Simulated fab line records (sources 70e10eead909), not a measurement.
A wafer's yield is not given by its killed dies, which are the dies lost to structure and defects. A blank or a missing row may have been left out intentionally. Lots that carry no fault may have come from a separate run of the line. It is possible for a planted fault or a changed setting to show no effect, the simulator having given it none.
fab line records    flow nand-harc    part 1 of 2: steps 1 to 22 of 34
[record] lots = 5  wafers = 15  last-day = 27
route steps=1159 shown A_CONTACT@865
lots untouched by any fault: they come from a run of this same line in which no faults occurred
start-h: start of the lot's first displayed wafer, in hours after the record's first day    wait-h: hours from the lot's prior step to this one    " as in the row above    L1.1+2: a row that stands for several wafers    - value missing, or start not given    * or withheld: withheld    < > ~ a bound
route shown NAME@n: a module of which the file shows steps, and the number in the route of the first    usual: the fault-free wafers' mean and standard deviation    same: alike in all rows    chamber/n: place in a boat    sites: readings site by site    _std_site: how widely they spread, as a standard deviation    _edge_site: inner sites' mean taken away from outer sites' mean    radius-mm: for every site, how far away it sits from the centre of the wafer    mask NAME#n: copy n    behind: the last tool/chamber to shape the wafer    hold: the reason the lot was held/the length of the hold in hours/how it ended    device: names the non-switching transistor (n, p or np)    end of line: tests of these same wafers at the route's end    a step given without rows: its recipe and nothing more    killed: dies lost to structure and defects at the first sort, not the wafer's yield    map: shows each die of a wafer: x if killed, . if not, _ if none is there
set.NAME: the run value of the setting; set.NAME@STEP: its run value at that earlier step    model.NAME: the simulator's own value behind a step, which no gauge read
certain route steps with their lots: each step a table, each wafer a row
services: the hour from which a tool's chamber was out of use, counted from the record's first day as start-h (under 0 if before that day), plus the number of hours and why
[[steps]]
[step NHARC_A_CONTACT_ETCH_114]
[recipe] source-w = withheld  pressure-mtorr = 20  bias-v = 3000  time-s = 94  target-depth-a = 9220  ar-flow-sccm = withheld  c4f8-flow-sccm = withheld  o2-flow-sccm = withheld  chemistry = C4F8/O2/Ar
lot.wafer  tool             chamber  start-h  wait-h  rf-hours-counter-h
L078.2     har-cap-etch-01  0        446.95   0.1     55
L078.4     "                1        "        "       -
L078.5     "                1        "        "       -
L075.4     har-cap-etch-01  1        458.54   0.1     -
L075.3     "                0        "        "       -
L075.6     "                0        "        "       -
L079.1     har-cap-etch-01  1        473.98   0.1     62
L079.2     "                0        "        "       62
L079.3     "                1        "        "       -
L088.3     har-cap-etch-02  1        511.44   0.1     -
L088.6     "                0        "        "       -
L088.5     "                1        "        "       -
L092.4     har-cap-etch-02  1        522.70   0.1     -
L092.3     "                0        "        "       -
L092.5     "                0        "        "       -
[step NHARC_A_CONTACT_ETCH_115]
[recipe] source-w = withheld  pressure-mtorr = 20  bias-v = 3000  time-s = 94  target-depth-a = 9220  ar-flow-sccm = withheld  c4f8-flow-sccm = withheld  o2-flow-sccm = withheld  chemistry = C4F8/O2/Ar
lot.wafer  tool             chamber  start-h  wait-h  rf-hours-counter-h
L078.2     har-cap-etch-01  0        447.04   0.1     55
L078.4     "                1        "        "       -
L078.5     "                1        "        "       -
L075.4     har-cap-etch-01  1        458.64   0.1     -
L075.3     "                0        "        "       -
L075.6     "                0        "        "       -
L079.1     har-cap-etch-01  1        474.10   0.1     62
L079.2     "                0        "        "       62
L079.3     "                1        "        "       -
L088.3     har-cap-etch-02  1        511.53   0.1     -
L088.6     "                0        "        "       -
L088.5     "                1        "        "       -
L092.4     har-cap-etch-02  1        522.79   0.1     -
L092.3     "                0        "        "       -
L092.5     "                0        "        "       -
[step NHARC_A_CONTACT_ETCH_116]
[recipe] source-w = withheld  pressure-mtorr = 20  bias-v = 3000  time-s = 94  target-depth-a = 9220  ar-flow-sccm = withheld  c4f8-flow-sccm = withheld  o2-flow-sccm = withheld  chemistry = C4F8/O2/Ar
lot.wafer  tool             chamber  start-h  wait-h  rf-hours-counter-h
L078.2     har-cap-etch-01  0        447.13   0.1     55
L078.4     "                1        "        "       -
L078.5     "                1        "        "       -
L075.4     har-cap-etch-01  1        458.73   0.1     -
L075.3     "                0        "        "       -
L075.6     "                0        "        "       -
L079.1     har-cap-etch-01  1        474.22   0.1     62
L079.2     "                0        "        "       62
L079.3     "                1        "        "       -
L088.3     har-cap-etch-02  1        511.62   0.1     -
L088.6     "                0        "        "       -
L088.5     "                1        "        "       -
L092.4     har-cap-etch-02  1        522.88   0.1     -
L092.3     "                0        "        "       -
L092.5     "                0        "        "       -
[step NHARC_A_CONTACT_ETCH_117]
[recipe] source-w = withheld  pressure-mtorr = 20  bias-v = 3000  time-s = 94  target-depth-a = 9220  ar-flow-sccm = withheld  c4f8-flow-sccm = withheld  o2-flow-sccm = withheld  chemistry = C4F8/O2/Ar
lot.wafer  tool             chamber  start-h  wait-h  rf-hours-counter-h
L078.2     har-cap-etch-01  0        447.22   0.1     55
L078.4     "                1        "        "       -
L078.5     "                1        "        "       -
L075.4     har-cap-etch-01  1        458.82   0.1     -
L075.3     "                0        "        "       -
L075.6     "                0        "        "       -
L079.1     har-cap-etch-01  1        474.34   0.1     62
L079.2     "                0        "        "       62
L079.3     "                1        "        "       -
L088.3     har-cap-etch-02  1        511.71   0.1     -
L088.6     "                0        "        "       -
L088.5     "                1        "        "       -
L092.4     har-cap-etch-02  1        522.97   0.1     -
L092.3     "                0        "        "       -
L092.5     "                0        "        "       -
[step NHARC_A_CONTACT_ETCH_118]
[recipe] source-w = withheld  pressure-mtorr = 20  bias-v = 3000  time-s = 94  target-depth-a = 9220  ar-flow-sccm = withheld  c4f8-flow-sccm = withheld  o2-flow-sccm = withheld  chemistry = C4F8/O2/Ar
lot.wafer  tool             chamber  start-h  wait-h  rf-hours-counter-h
L078.2     har-cap-etch-01  0        447.31   0.1     55
L078.4     "                1        "        "       -
L078.5     "                1        "        "       -
L075.4     har-cap-etch-01  1        458.91   0.1     -
L075.3     "                0        "        "       -
L075.6     "                0        "        "       -
L079.1     har-cap-etch-01  1        474.46   0.1     63
L079.2     "                0        "        "       63
L079.3     "                1        "        "       -
L088.3     har-cap-etch-02  1        511.80   0.1     -
L088.6     "                0        "        "       -
L088.5     "                1        "        "       -
L092.4     har-cap-etch-02  1        523.06   0.1     -
L092.3     "                0        "        "       -
L092.5     "                0        "        "       -
[step NHARC_A_CONTACT_ETCH_119]
[recipe] source-w = withheld  pressure-mtorr = 20  bias-v = 3000  time-s = 94  target-depth-a = 9220  ar-flow-sccm = withheld  c4f8-flow-sccm = withheld  o2-flow-sccm = withheld  chemistry = C4F8/O2/Ar
lot.wafer  tool             chamber  start-h  wait-h  rf-hours-counter-h
L078.2     har-cap-etch-01  0        447.40   0.1     55
L078.4     "                1        "        "       -
L078.5     "                1        "        "       -
L075.4     har-cap-etch-01  1        459.00   0.1     -
L075.3     "                0        "        "       -
L075.6     "                0        "        "       -
L079.1     har-cap-etch-01  1        474.58   0.1     63
L079.2     "                0        "        "       63
L079.3     "                1        "        "       -
L088.3     har-cap-etch-02  1        511.89   0.1     -
L088.6     "                0        "        "       -
L088.5     "                1        "        "       -
L092.4     har-cap-etch-02  1        523.15   0.1     -
L092.3     "                0        "        "       -
L092.5     "                0        "        "       -
[step NHARC_A_CONTACT_ETCH_120]
[recipe] source-w = withheld  pressure-mtorr = 20  bias-v = 3000  time-s = 94  target-depth-a = 9220  ar-flow-sccm = withheld  c4f8-flow-sccm = withheld  o2-flow-sccm = withheld  chemistry = C4F8/O2/Ar
lot.wafer  tool             chamber  start-h  wait-h  rf-hours-counter-h
L078.2     har-cap-etch-01  0        447.49   0.1     55
L078.4     "                1        "        "       -
L078.5     "                1        "        "       -
L075.4     har-cap-etch-01  1        459.09   0.1     -
L075.3     "                0        "        "       -
L075.6     "                0        "        "       -
L079.1     har-cap-etch-01  1        474.70   0.1     63
L079.2     "                0        "        "       63
L079.3     "                1        "        "       -
L088.3     har-cap-etch-02  1        511.98   0.1     -
L088.6     "                0        "        "       -
L088.5     "                1        "        "       -
L092.4     har-cap-etch-02  1        523.24   0.1     -
L092.3     "                0        "        "       -
L092.5     "                0        "        "       -
[step NHARC_A_CONTACT_ETCH_121]
[recipe] source-w = withheld  pressure-mtorr = 20  bias-v = 3000  time-s = 94  target-depth-a = 9220  ar-flow-sccm = withheld  c4f8-flow-sccm = withheld  o2-flow-sccm = withheld  chemistry = C4F8/O2/Ar
lot.wafer  tool             chamber  start-h  wait-h  rf-hours-counter-h
L078.2     har-cap-etch-01  0        447.59   0.1     55
L078.4     "                1        "        "       -
L078.5     "                1        "        "       -
L075.4     har-cap-etch-01  1        459.18   0.1     -
L075.3     "                0        "        "       -
L075.6     "                0        "        "       -
L079.1     har-cap-etch-01  1        474.82   0.1     63
L079.2     "                0        "        "       63
L079.3     "                1        "        "       -
L088.3     har-cap-etch-02  1        512.07   0.1     -
L088.6     "                0        "        "       -
L088.5     "                1        "        "       -
L092.4     har-cap-etch-02  1        523.33   0.1     -
L092.3     "                0        "        "       -
L092.5     "                0        "        "       -
[step NHARC_A_CONTACT_ETCH_122]
[recipe] source-w = withheld  pressure-mtorr = 20  bias-v = 3000  time-s = 95  target-depth-a = 9300  ar-flow-sccm = withheld  c4f8-flow-sccm = withheld  o2-flow-sccm = withheld  chemistry = C4F8/O2/Ar
lot.wafer  tool             chamber  start-h  wait-h  rf-hours-counter-h
L078.2     har-cap-etch-01  0        447.68   0.1     55
L078.4     "                1        "        "       -
L078.5     "                1        "        "       -
L075.4     har-cap-etch-01  1        459.27   0.1     -
L075.3     "                0        "        "       -
L075.6     "                0        "        "       -
L079.1     har-cap-etch-01  1        474.94   0.1     63
L079.2     "                0        "        "       63
L079.3     "                1        "        "       -
L088.3     har-cap-etch-02  1        512.16   0.1     -
L088.6     "                0        "        "       -
L088.5     "                1        "        "       -
L092.4     har-cap-etch-02  1        523.42   0.1     -
L092.3     "                0        "        "       -
L092.5     "                0        "        "       -
[step NHARC_A_CONTACT_ETCH_123]
[recipe] source-w = withheld  pressure-mtorr = 20  bias-v = 400  time-s = 253  target-depth-a = 10900  ar-flow-sccm = withheld  c4f8-flow-sccm = 11.5  o2-flow-sccm = 7.2  chemistry = C4F8/O2/Ar
lot.wafer  tool             chamber  start-h  wait-h  rf-hours-counter-h
L078.2     har-cap-etch-01  0        447.77   0.1     55
L078.4     "                1        "        "       -
L078.5     "                1        "        "       -
L075.4     har-cap-etch-01  1        459.44   0.2     -
L075.3     "                0        "        "       -
L075.6     "                0        "        "       -
L079.1     har-cap-etch-01  1        475.11   0.1     63
L079.2     "                0        "        "       63
L079.3     "                1        "        "       -
L088.3     har-cap-etch-02  1        512.37   0.2     -
L088.6     "                0        "        "       -
L088.5     "                1        "        "       -
L092.4     har-cap-etch-02  1        523.59   0.2     -
L092.3     "                0        "        "       -
L092.5     "                0        "        "       -
[step NHARC_A_CONTACT_ETCH_90]
[recipe] target-depth-a = 400  over-etch-frac = 0.5  time-s = 85.7  ion-energy-ev = 120  ch3f-flow-sccm = 50  o2-flow-sccm = 30  ar-flow-sccm = 200  rf-w = 500  bias-w = 100  chemistry = CH3F/O2
[usual] drypump-motor-current-A = 5.8/0.6  oes-product-au = 0.96/0.036  rf-vpp-V = 244.6/1.6  showerhead-plenum-p-Torr = 2.47/0.1  throttle-valve-pct = 20.664/0.0081
lot.wafer  tool         chamber  start-h  wait-h  drypump-motor-current-A  oes-product-au  rf-hours-counter-h  rf-vpp-V  showerhead-plenum-p-Torr  throttle-valve-pct
L078.2     rie-diel-06  2        448.38   0.6     5.3                      0.95            5                   242.5     2.32                      20.662
L078.4     "            0        "        "       6.7                      0.91            6                   246.2     2.50                      20.671
L078.5     "            3        "        "       5.9                      0.93            -                   244.2     2.57                      20.664
L075.3     rie-diel-05  2        459.93   0.4     6.5                      0.99            49                  243.7     2.53                      20.658
L075.4     "            2        "        "       6.5                      0.99            -                   244.3     2.53                      20.664
L075.6     "            0        "        "       5.2                      1.00            -                   245.1     2.45                      20.649
L079.3     rie-diel-04  0        475.97   0.6     6.4                      1.01            0                   242.7     2.34                      20.672
L079.1     "            1        "        "       5.4                      0.99            0                   243.7     2.47                      20.668
L079.2     "            2        "        "       6.4                      1.01            0                   244.5     2.47                      20.673
L088.3     rie-diel-05  3        512.83   0.4     5.5                      0.93            69                  243.3     2.33                      20.671
L088.6     "            2        "        "       6.4                      0.93            -                   246.4     2.52                      20.662
L088.5     "            3        "        "       5.5                      0.92            -                   242.8     2.33                      20.664
L092.3     rie-diel-06  1        524.11   0.4     5.0                      0.99            22                  247.2     2.61                      20.660
L092.4     "            2        "        "       5.3                      1.00            22                  242.7     2.31                      20.664
L092.5     "            1        "        "       5.0                      0.99            -                   247.0     2.61                      20.657
[step NHARC_A_CONTACT_ETCH_96]
[recipe] target-depth-a = 200  over-etch-frac = 0.5  time-s = 10  ion-energy-ev = 250  c4f6-flow-sccm = 25  o2-flow-sccm = 20  ar-flow-sccm = 500  rf-w = 600  bias-w = 500  chemistry = C4F6/O2
[usual] drypump-motor-current-A = 5.8/0.63  oes-product-au = 0.975/0.025  rf-vpp-V = 547/3.2  showerhead-plenum-p-Torr = 3.95/0.15  throttle-valve-pct = 26.902/0.0083
lot.wafer  tool         chamber  start-h  wait-h  drypump-motor-current-A  oes-product-au  rf-hours-counter-h  rf-vpp-V  showerhead-plenum-p-Torr  throttle-valve-pct
L078.2     rie-diel-06  1        -        -       5.0                      0.931           6                   551       4.15                      26.892
L078.4     "            3        "        "       5.9                      0.950           5                   549       4.08                      26.907
L078.5     "            1        "        "       5.0                      0.939           -                   552       4.15                      26.918
L075.3     rie-diel-05  0        460.16   0.2     5.3                      0.997           53                  547       3.91                      26.904
L075.4     "            1        "        "       6.1                      0.999           -                   545       3.82                      26.899
L075.6     "            2        "        "       6.5                      1.001           -                   550       4.03                      26.899
L079.2     rie-diel-04  3        -        -       5.1                      0.997           0                   551       4.16                      26.908
L079.1     "            0        "        "       6.5                      1.000           0                   544       3.75                      26.904
L079.3     "            2        "        "       6.4                      0.997           0                   548       3.93                      26.894
L088.3     rie-diel-05  2        -        -       6.4                      0.944           70                  548       4.02                      26.912
L088.5     "            1        "        "       6.1                      0.939           -                   545       3.81                      26.911
L088.6     "            2        "        "       6.5                      0.941           -                   547       4.02                      26.901
L092.4     rie-diel-06  0        -        -       6.7                      0.992           23                  548       3.98                      26.902
L092.3     "            2        "        "       5.3                      1.007           22                  542       3.70                      26.911
L092.5     "            0        "        "       6.7                      0.998           -                   549       3.98                      26.902
[step NHARC_A_CONTACT_CD_MEAS_53]
[usual] cd-nm = 189.4/0.87
lot.wafer  tool       chamber  start-h  wait-h  cd-nm
L078.2     cd-sem-01  -        448.60   -       189.2
L078.4     "          -        "        "       190.3
L078.5     "          -        "        "       190.0
L075.3     cd-sem-01  -        460.25   -       190.7
L075.4     "          -        "        "       190.5
L075.6     "          -        "        "       190.1
L079.1     cd-sem-01  -        476.27   -       189.3
L079.2     "          -        "        "       189.4
L079.3     "          -        "        "       189.5
L088.3     cd-sem-01  -        513.04   -       188.6
L088.5     "          -        "        "       188.4
L088.6     "          -        "        "       188.8
L092.3     cd-sem-02  -        524.32   -       191.2
L092.4     "          -        "        "       189.3
L092.5     "          -        "        "       191.2
[step NHARC_A_CONTACT_STRIP_99]
[recipe] n2-flow-sccm = 150  h2-flow-sccm = 150  ar-flow-sccm = 0  bias-w = 0  chemistry = N2/H2
lot.wafer   tool         chamber  start-h  wait-h
L078.4+2+5  rie-diel-06  1,3,1    448.68   0.1
L075.3+4+6  rie-diel-04  1,1,0    460.32   0.1
L079.3+2+1  rie-diel-05  1,2,0    476.35   0.1
L088.3+5+6  rie-diel-05  0,2,3    513.14   0.1
L092.4+3+5  rie-diel-06  0,2,0    524.38   0.1
[step NHARC_A_CONTACT_STRIP_100]
[recipe] cf4-flow-sccm = 100  chf3-flow-sccm = 30  ar-flow-sccm = 0  bias-w = 0  chemistry = CF4/CHF3
lot.wafer   tool         chamber  start-h  wait-h
L078.4+2+5  rie-diel-06  2,3,3    448.82   0.1
L075.3+4+6  rie-diel-04  2,0,1    460.44   0.1
L079.3+1+2  rie-diel-05  3,0,1    476.44   0.1
L088.3+5+6  rie-diel-05  3,2,3    513.22   0.1
L092.3+4+5  rie-diel-06  1,2,1    524.65   0.2
[step NHARC_A_CONTACT_STRIP_101]
[recipe] o2-flow-sccm = 400  cos-flow-sccm = 20  ar-flow-sccm = 0  bias-w = 0  chemistry = O2/COS
lot.wafer   tool         chamber  start-h  wait-h
L078.2+4+5  rie-diel-06  3,1,0    448.88   0.1
L075.3+4+6  rie-diel-04  2,1,2    460.57   0.1
L079.2+1+3  rie-diel-05  2,3,1    476.50   0.1
L088.3+6+5  rie-diel-05  2,1,2    513.34   0.1
L092.4+3+5  rie-diel-06  2,0,3    524.71   0.1
[step NHARC_A_CONTACT_ETCH_102]
[recipe] target-depth-a = 700  overetch-a = 70  time-s = 38.5  ion-energy-ev = 100  cf4-flow-sccm = 80  o2-flow-sccm = 20  ar-flow-sccm = 0  rf-w = 300  bias-w = 100  chemistry = CF4/O2
[usual] drypump-motor-current-A = 5.8/0.61  oes-product-au = 0.997/0.008  rf-vpp-V = 197.9/1.4  showerhead-plenum-p-Torr = 1.34/0.057  throttle-valve-pct = 13.397/0.0092
lot.wafer  tool         chamber  start-h  wait-h  drypump-motor-current-A  oes-product-au  rf-hours-counter-h  rf-vpp-V  showerhead-plenum-p-Torr  throttle-valve-pct
L078.2     rie-diel-06  1        448.94   0.1     5.0                      0.995           6                   199.0     1.42                      13.393
L078.4     "            2        "        "       5.3                      1.010           5                   197.3     1.26                      13.411
L078.5     "            1        "        "       5.0                      1.009           -                   199.4     1.42                      13.378
L075.3     rie-diel-04  1        460.64   0.1     5.4                      1.007           80                  199.1     1.34                      13.392
L075.6     "            1        "        "       5.4                      1.009           -                   197.6     1.34                      13.410
L075.4     "            2        "        "       6.4                      0.998           -                   198.0     1.34                      13.392
L079.3     rie-diel-05  3        476.59   0.1     5.5                      0.992           55                  195.8     1.27                      13.395
L079.2     "            0        "        "       5.2                      0.985           62                  197.4     1.33                      13.399
L079.1     "            1        "        "       6.1                      1.001           54                  197.0     1.30                      13.392
L088.3     rie-diel-05  2        513.41   0.1     6.4                      0.992           70                  198.4     1.37                      13.409
L088.6     "            3        "        "       5.5                      0.999           -                   197.5     1.26                      13.408
L088.5     "            0        "        "       5.3                      1.001           -                   197.8     1.32                      13.392
L092.3     rie-diel-06  2        524.78   0.1     5.3                      0.996           22                  197.5     1.25                      13.402
L092.4     "            3        "        "       5.9                      0.990           22                  199.8     1.39                      13.397
L092.5     "            0        "        "       6.7                      0.994           -                   199.7     1.36                      13.395
[step NHARC_A_CONTACT_STRIP_55]
[recipe] o2-flow-sccm = 500  ar-flow-sccm = 0  bias-w = 0  chemistry = O2
[usual] drypump-motor-current-A = 5.8/0.59  oes-product-au = 0.997/0.0082  rf-vpp-V = 57.8/0.86  showerhead-plenum-p-Torr = 3.54/0.14  throttle-valve-pct = 17.036/0.0096
lot.wafer  tool         chamber  start-h  wait-h  drypump-motor-current-A  oes-product-au  rf-hours-counter-h  rf-vpp-V  showerhead-plenum-p-Torr  throttle-valve-pct
L078.2     rie-diel-06  3        -        -       5.9                      1.003           5                   57.8      3.68                      17.038
L078.4     "            1        "        "       5.0                      1.003           6                   58.3      3.74                      17.057
L078.5     "            2        "        "       5.3                      1.020           -                   57.0      3.33                      17.021
L075.3     rie-diel-04  0        -        -       6.4                      1.012           83                  59.1      3.37                      17.016
L075.6     "            1        "        "       5.4                      1.003           -                   59.1      3.55                      17.030
L075.4     "            2        "        "       6.5                      1.007           -                   57.8      3.54                      17.047
L079.1     rie-diel-05  3        -        -       5.5                      1.001           55                  58.7      3.36                      17.041
L079.3     "            0        "        "       5.3                      1.006           62                  58.3      3.51                      17.038
L079.2     "            1        "        "       6.1                      1.002           54                  57.0      3.43                      17.042
L088.3     rie-diel-05  2        -        -       6.4                      0.988           70                  57.8      3.62                      17.045
L088.5     "            2        "        "       6.5                      0.992           -                   57.9      3.62                      17.034
L088.6     "            3        "        "       5.5                      0.994           -                   56.3      3.35                      17.035
L092.3     rie-diel-06  2        -        -       5.3                      1.003           22                  58.3      3.32                      17.045
L092.4     "            1        "        "       5.0                      0.988           22                  59.4      3.73                      17.028
L092.5     "            2        "        "       5.3                      1.009           -                   56.4      3.32                      17.031
[step NHARC_A_CONTACT_STRIP_56]
[recipe] time-s = 600  temp-c = 30  chemistry = post-etch-residue-remover
[usual] temp-c = 30.00/0.11
lot.wafer  tool          chamber  start-h  wait-h  temp-c
L078.4     wet-bench-06  1        449.35   -       30.10
L078.5     "             2        "        "       29.96
L078.2     "             4        "        "       29.94
L075.4     wet-bench-02  1        461.08   -       30.10
L075.3     "             3        "        "       30.10
L075.6     "             6        "        "       29.97
L079.1     wet-bench-03  2        476.98   -       29.88
L079.2     "             3        "        "       29.74
L079.3     "             5        "        "       29.93
L088.5     wet-bench-02  4        513.83   -       30.11
L088.3     "             5        "        "       30.00
L088.6     "             7        "        "       29.99
L092.5     wet-bench-03  7        525.19   -       30.12
L092.3     "             0        "        "       30.00
L092.4     "             4        "        "       30.04
[step NHARC_A_CONTACT_DEP_57]
[recipe] target-thk-a = 28000  temp-c = 400  material = aC
[usual] throttle-valve-pct = 35.002/0.0099
lot.wafer  tool        chamber  start-h  wait-h  throttle-valve-pct
L078.2     acl-dep-03  0        452.10   -       35.011
L078.4     "           0        "        "       34.989
L078.5     "           0        "        "       35.012
L075.3     acl-dep-01  0        466.11   -       35.002
L075.4     "           0        "        "       35.004
L075.6     "           0        "        "       34.992
L079.1     acl-dep-03  0        480.83   -       35.014
L079.2     "           0        "        "       34.995
L079.3     "           0        "        "       34.993
L088.3     acl-dep-01  0        514.72   -       34.987
L088.5     "           0        "        "       35.004
L088.6     "           0        "        "       35.005
L092.3     acl-dep-03  0        527.04   -       34.982
L092.4     "           0        "        "       35.004
L092.5     "           0        "        "       34.995
[step NHARC_A_CONTACT_DEP_58]
[recipe] target-thk-a = 600  target-thk-nm = 60  temp-c = 400  pressure-torr = 3.5  flow-sccm = 200  rf-w = 350  material = SiON
[usual] heater-power-w = 734/93
lot.wafer  tool      chamber  start-h  wait-h  heater-power-w
L078.2     pecvd-03  2        453.60   1.2     636
L078.5     "         0        "        "       914
L078.4     "         1        "        "       813
L075.3     pecvd-02  1        467.27   0.9     722
L075.6     "         2        "        "       891
L075.4     "         0        "        "       683
L079.3     pecvd-04  0        482.64   1.0     682
L079.1     "         1        "        "       607
L079.2     "         2        "        "       718
L088.3     pecvd-03  2        515.94   0.9     718
L088.5     "         1        "        "       873
L088.6     "         2        "        "       730
L092.3     pecvd-04  0        528.28   1.0     588
L092.4     "         1        "        "       721
L092.5     "         0        "        "       593
[step NHARC_A_CONTACT_DEHYDRATE_59]
[recipe] temp-c = 150  time-s = 120
[usual] resist-line-temp-C = 23.02/0.1
lot.wafer  tool            chamber  start-h  wait-h  resist-line-temp-C
L078.2     litho-track-06  0        453.87   0.2     23.06
L078.4     "               0        "        "       23.10
L078.5     "               0        "        "       22.90
L075.3     litho-track-01  0        467.55   0.3     22.96
L075.4     "               0        "        "       22.94
L075.6     "               0        "        "       22.92
L079.1     litho-track-01  0        482.91   0.2     23.12
L079.2     "               0        "        "       23.11
L079.3     "               0        "        "       23.16
L088.3     litho-track-04  0        516.18   0.2     22.87
L088.5     "               0        "        "       22.81
L088.6     "               0        "        "       22.88
L092.3     litho-track-04  0        528.49   0.2     23.00
L092.4     "               0        "        "       22.83
L092.5     "               0        "        "       23.00
